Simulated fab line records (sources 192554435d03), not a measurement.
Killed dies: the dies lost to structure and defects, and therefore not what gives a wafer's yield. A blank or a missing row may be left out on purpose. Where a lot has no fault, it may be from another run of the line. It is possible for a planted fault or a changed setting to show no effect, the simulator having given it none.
Which tool is to blame? :: flow n5_finfet :: 11 lots with 31 wafers sampled at 4 steps, on a route of 1938 steps

== WHAT THE GAUGES SHOWED, per wafer ==
N5_BEOL_M5_INSPECT_13: inspects for defects (brightfield).
lot: L898
measured: day 12 05:13
on: defect_inspect-02
raw_defect_count: 489 667 311

lot: L899
measured: day 12 17:33
on: defect_inspect-01
raw_defect_count: 362 449

lot: L900
measured: day 12 17:44
on: defect_inspect-02
raw_defect_count: 400 311 337

lot: L903
measured: day 13 13:53
on: defect_inspect-02
raw_defect_count: 441 366 461

lot: L904
measured: day 14 00:07
on: defect_inspect-01
raw_defect_count: 586 693 492

lot: L905
measured: day 14 00:55
on: defect_inspect-01
raw_defect_count: 413 360 425

lot: L909
measured: day 15 23:14
on: defect_inspect-02
raw_defect_count: 1653 1828 1630

lot: L912
measured: day 16 02:20
on: defect_inspect-01
raw_defect_count: 800 587

lot: L914
measured: day 16 02:52
on: defect_inspect-02
raw_defect_count: 1530 1569 1594

lot: L917
measured: day 17 06:03
on: defect_inspect-01
raw_defect_count: 405 308 255

lot: L919
measured: day 17 22:04
on: defect_inspect-01
raw_defect_count: 350 323 341

== WHICH TOOL RAN EACH LOT (tool, then ch and the chambers of the sampled wafers, then the start) ==
lot: L898
N5_BEOL_M4_PRE_CLEAN_60: cvd_co-02 ch 0,1, day 12 00:39
N5_BEOL_M5_ILD_DEP_00: pecvd-03 ch 1,2, day 12 01:53
N5_BEOL_M5_HM_DEP_02: pvd_sputter-01, day 12 04:37

lot: L899
N5_BEOL_M4_PRE_CLEAN_60: cvd_co-02 ch 2, day 12 12:16
N5_BEOL_M5_ILD_DEP_00: pecvd-04 ch 1,2, day 12 13:30
N5_BEOL_M5_HM_DEP_02: pvd_sputter-03, day 12 16:55

lot: L900
N5_BEOL_M4_PRE_CLEAN_60: cvd_co-02 ch 1,2, day 12 14:00
N5_BEOL_M5_ILD_DEP_00: pecvd-04 ch 0,1,2, day 12 15:14
N5_BEOL_M5_HM_DEP_02: pvd_sputter-03, day 12 17:13

lot: L903
N5_BEOL_M4_PRE_CLEAN_60: cvd_co-02 ch 1,2, day 13 10:18
N5_BEOL_M5_ILD_DEP_00: pecvd-04 ch 0,2, day 13 11:32
N5_BEOL_M5_HM_DEP_02: pvd_sputter-01, day 13 13:16

lot: L904
N5_BEOL_M4_PRE_CLEAN_60: cvd_co-01 ch 0,1, day 13 18:43
N5_BEOL_M5_ILD_DEP_00: pecvd-03 ch 0,1, day 13 19:58
N5_BEOL_M5_HM_DEP_02: pvd_sputter-02, day 13 23:31

lot: L905
N5_BEOL_M4_PRE_CLEAN_60: cvd_co-01 ch 0,1, day 13 21:41
N5_BEOL_M5_ILD_DEP_00: pecvd-03 ch 0,2, day 13 22:55
N5_BEOL_M5_HM_DEP_02: pvd_sputter-01, day 14 00:26

lot: L909
N5_BEOL_M4_PRE_CLEAN_60: cvd_co-02 ch 0,2, day 15 17:04
N5_BEOL_M5_ILD_DEP_00: pecvd-03 ch 0,1,2, day 15 18:23
N5_BEOL_M5_HM_DEP_02: pvd_sputter-01, day 15 22:46

lot: L912
N5_BEOL_M4_PRE_CLEAN_60: cvd_co-02 ch 1, day 15 21:33
N5_BEOL_M5_ILD_DEP_00: pecvd-04 ch 2, day 15 23:04
N5_BEOL_M5_HM_DEP_02: pvd_sputter-03, day 16 01:51

lot: L914
N5_BEOL_M4_PRE_CLEAN_60: cvd_co-01 ch 0,1, day 15 23:43
N5_BEOL_M5_ILD_DEP_00: pecvd-03 ch 0,1,2, day 16 01:01
N5_BEOL_M5_HM_DEP_02: pvd_sputter-01, day 16 02:16

lot: L917
N5_BEOL_M4_PRE_CLEAN_60: cvd_co-02 ch 0,1,2, day 17 01:36
N5_BEOL_M5_ILD_DEP_00: pecvd-03 ch 0,2, day 17 02:50
N5_BEOL_M5_HM_DEP_02: pvd_sputter-03, day 17 04:23

lot: L919
N5_BEOL_M4_PRE_CLEAN_60: cvd_co-02 ch 0,1, day 17 17:58
N5_BEOL_M5_ILD_DEP_00: pecvd-03 ch 0,1,2, day 17 19:14
N5_BEOL_M5_HM_DEP_02: pvd_sputter-02, day 17 21:34
- N5_BEOL_M4_PRE_CLEAN_60: time 15 s.
- N5_BEOL_M5_ILD_DEP_00: deposits SiCOH lowk from DEMS/porogen, target thk 140.64 nm, time 25.9 s.
- N5_BEOL_M5_HM_DEP_02: deposits TiN, target thk 20 nm.

== THE ANSWER, worked out from the rows above alone ==
Rule: the usual values come from the lots themselves. The widest of any qualifying gaps counts: lots, ordered by their means at a reading, are off when they make up no more than a third of the lots, leave a main group of 4 or more, and stand apart from it by 3 or more times the standard deviation of that group's means. Not used: any main group whose means are identical at the precision the tables above print for the reading. Also off: a lot with no number at a reading for which 4 or more lots have one. The other lots that the step has rows for count as sound.
Off, at N5_BEOL_M5_INSPECT_13 on raw_defect_count: L909, L914. For the main group the mean is 446 and the standard deviation 1.2e+02.
If a tool, at a process step before that reading, ran all the lots that are off and no sound lot after the first of them, it fits. Those tools and the gauges at N5_BEOL_M5_INSPECT_13 are tried in the same way. This does not decide it: 2 tools fit, namely pvd_sputter-01 at N5_BEOL_M5_HM_DEP_02 and defect_inspect-02 at N5_BEOL_M5_INSPECT_13.

== WHAT WAS PUT IN BY THE SIMULATOR ==
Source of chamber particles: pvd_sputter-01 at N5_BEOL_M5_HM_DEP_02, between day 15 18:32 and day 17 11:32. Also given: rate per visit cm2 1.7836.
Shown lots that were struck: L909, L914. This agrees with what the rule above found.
